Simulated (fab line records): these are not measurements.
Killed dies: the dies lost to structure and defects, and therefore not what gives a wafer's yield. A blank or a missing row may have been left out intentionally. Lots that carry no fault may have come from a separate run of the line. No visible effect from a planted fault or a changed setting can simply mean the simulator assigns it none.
Shared-tool check | flow n5-finfet | 8 lots, 24 wafers sampled

## WHY THIS WAS OPENED
Flagged at N5_SD_EPI_N_CD_MEAS_09: reading cd-nm, on 2 of 8 lots. Fault-free wafers read 120.0 nm, with a standard deviation of 0.61.
Rule: a lot gets a flag if all its wafers with a number sit over 4 standard deviations from that mean, or if no wafer of it has a number. All remaining lots are regarded as sound.

lot  | measured    | on        | cd-nm (nm), wafer by wafer | flag
L424 | day 4 01:52 | cd-sem-01 | 118.9 120.0 120.0          |
L426 | day 4 11:38 | cd-sem-01 | 119.4 120.0 119.4          |
L429 | day 5 08:30 | cd-sem-03 | 120.6 121.2 120.2          |
L435 | day 6 18:16 | cd-sem-03 | 108.0 109.0 109.2          | FLAGGED
L436 | day 7 05:21 | cd-sem-02 | 110.8 111.0 110.7          | FLAGGED
L437 | day 7 05:31 | cd-sem-01 | 120.3 119.6 120.7          |
L440 | day 7 23:16 | cd-sem-03 | 119.4 120.4 119.9          |
L441 | day 8 08:10 | cd-sem-01 | 119.9 119.6 120.2          |
Average over the flagged lots: 109.8 nm; offset from the usual -10.2 nm, equal to -17 standard deviations.

## TOOL THAT RAN EACH LOT
3 process steps preceding the reading are held in the record, out of 1938 steps in the route. Cell contents, in order: the tool; ch with the chambers the sampled wafers went through; the start.
lot  | flag    | N5_DUMMY_GATE_STRIP_41            | N5_DUMMY_GATE_ETCH_32           | N5_SD_EPI_N_PEB_07
L424 |         | rie-diel-03 ch 1,2,3, day 4 00:19 | rie-si-06 ch 0,1,3, day 4 00:31 | litho-track-01 ch 0, day 4 01:48
L426 |         | rie-diel-03 ch 0,2,3, day 4 09:47 | rie-si-06 ch 1,3, day 4 10:00   | litho-track-03 ch 0, day 4 11:34
L429 |         | rie-diel-02 ch 0,3, day 5 05:20   | rie-si-05 ch 0,1,3, day 5 05:32 | litho-track-03 ch 0, day 5 08:26
L435 | FLAGGED | rie-diel-02 ch 2,3, day 6 16:29   | rie-si-02 ch 0,2,3, day 6 16:41 | litho-track-03 ch 0, day 6 18:12
L436 | FLAGGED | rie-diel-04 ch 0,1,2, day 7 01:59 | rie-si-05 ch 2,3, day 7 02:11   | litho-track-03 ch 0, day 7 05:17
L437 |         | rie-diel-04 ch 0,1, day 7 03:43   | rie-si-02 ch 0,2,3, day 7 03:55 | litho-track-04 ch 0, day 7 05:27
L440 |         | rie-diel-04 ch 1,2, day 7 21:34   | rie-si-06 ch 1,2, day 7 21:46   | litho-track-01 ch 0, day 7 23:11
L441 |         | rie-diel-03 ch 0,3, day 8 06:24   | rie-si-02 ch 0,1,2, day 8 06:36 | litho-track-01 ch 0, day 8 08:05
What the steps here do:
- N5_DUMMY_GATE_STRIP_41: strips in O2.
- N5_DUMMY_GATE_ETCH_32: etches SiO2 in CF4, target depth 3.5 nm, time 3.9 s.
- N5_SD_EPI_N_PEB_07: peb time 60 s.
- N5_SD_EPI_N_CD_MEAS_09: target cd 120 nm.

## FLAGGED AGAINST TOTAL, ONE TOOL AT A TIME (gauges that did the reading follow at the end)
step                   | tool           | lots run | flagged | share of the flagged lots | sound lots run after its first flagged lot
N5_DUMMY_GATE_STRIP_41 | rie-diel-02    | 2        | 1       | some                      | 0
N5_DUMMY_GATE_STRIP_41 | rie-diel-03    | 3        | 0       | none                      | -
N5_DUMMY_GATE_STRIP_41 | rie-diel-04    | 3        | 1       | some                      | 2 (L437,L440)
N5_DUMMY_GATE_ETCH_32  | rie-si-02      | 3        | 1       | some                      | 2 (L437,L441)
N5_DUMMY_GATE_ETCH_32  | rie-si-05      | 2        | 1       | some                      | 0
N5_DUMMY_GATE_ETCH_32  | rie-si-06      | 3        | 0       | none                      | -
N5_SD_EPI_N_PEB_07     | litho-track-01 | 3        | 0       | none                      | -
N5_SD_EPI_N_PEB_07     | litho-track-03 | 4        | 2       | all                       | 0
N5_SD_EPI_N_PEB_07     | litho-track-04 | 1        | 0       | none                      | -
N5_SD_EPI_N_CD_MEAS_09 | cd-sem-01      | 4        | 0       | none                      | -
N5_SD_EPI_N_CD_MEAS_09 | cd-sem-02      | 1        | 1       | some                      | 0
N5_SD_EPI_N_CD_MEAS_09 | cd-sem-03      | 3        | 1       | some                      | 1 (L440)

## WHAT IS ALLOWED BY THE TABLE
In the table, 1 row covers all flagged lots: litho-track-03 at N5_SD_EPI_N_PEB_07.
- litho-track-03 at N5_SD_EPI_N_PEB_07: 2 of its 4 lots flagged. A fault beginning between L429 (day 5 08:26), its last sound lot, and L435 (day 6 18:12), its first flagged one, fits the data. Its own readings lie more than 4 standard deviations out on every wafer of the flagged lots: heater-power-total-W.
Just one tool remains: litho-track-03 at N5_SD_EPI_N_PEB_07.

## WHAT WAS PUT IN BY THE SIMULATOR
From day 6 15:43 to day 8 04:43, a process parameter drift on litho-track-03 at N5_SD_EPI_N_PEB_07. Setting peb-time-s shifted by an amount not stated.
Lots struck among those shown: L435, L436. This agrees with what the rule above found.
